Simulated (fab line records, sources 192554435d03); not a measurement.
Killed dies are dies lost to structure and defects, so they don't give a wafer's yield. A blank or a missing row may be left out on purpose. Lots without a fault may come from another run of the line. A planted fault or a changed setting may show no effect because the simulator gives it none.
Chamber matching | flow n5_finfet | N5_STI_FIN_REVEAL_ETCHBACK_08 on rie_diel-01: 4 sister chambers
The step etches SiO2 in C4F6/O2, target depth 30.5 nm, time 10.167 s. 8 wafers are shown with their chamber, then 7 later ones without.

WAFERS WITH THEIR CHAMBER
wafer  | chamber | showerhead_plenum_p_Torr (Torr) | throttle_valve_pct (%)
L079.3 | 1       | 2.91                            | 21.08
L080.3 | 3       | 2.97                            | 21.16
L080.6 | 1       | 2.91                            | 21.08
L081.2 | 2       | 2.97                            | 21.36
L082.1 | 2       | 2.96                            | 21.35
L082.4 | 0       | 2.89                            | 20.93
L083.1 | 0       | 2.89                            | 20.94
L083.2 | 3       | 2.97                            | 21.18

WAFERS WITHOUT THEIR CHAMBER
wafer  | showerhead_plenum_p_Torr (Torr) | throttle_valve_pct (%)
L083.4 | 2.91                            | 21.10
L090.1 | 2.90                            | 21.13
L090.4 | 2.95                            | 21.39
L090.5 | 2.95                            | 21.40
L092.3 | 2.95                            | 21.41
L092.4 | 2.96                            | 21.19
L092.6 | 2.95                            | 21.39

WHICH CHAMBER EACH WENT THROUGH
wafer  | from the rows above | in truth
L083.4 | 1                   | 1
L090.1 | 1                   | 1
L090.4 | 2                   | 2
L090.5 | 2                   | 2
L092.3 | 2                   | 2
L092.4 | 3                   | 3
L092.6 | 2                   | 2
Placed correctly: 7 of 7. Can't be placed from these rows: 0. Placed wrongly: 0.
How it was worked out, from the rows above alone: a wafer's distance from a chamber is the root of the sum, over the readings, of the square of ((its reading less the chamber's mean) divided by the reading's scatter). The wafer belongs to the nearest chamber; if the next one is less than 2 further off, it can't be placed. A chamber's mean is the mean of its shown wafers. The scatter: the root of (the sum of the squares of (reading less its chamber's mean) over the shown wafers, divided by (wafers less chambers)).
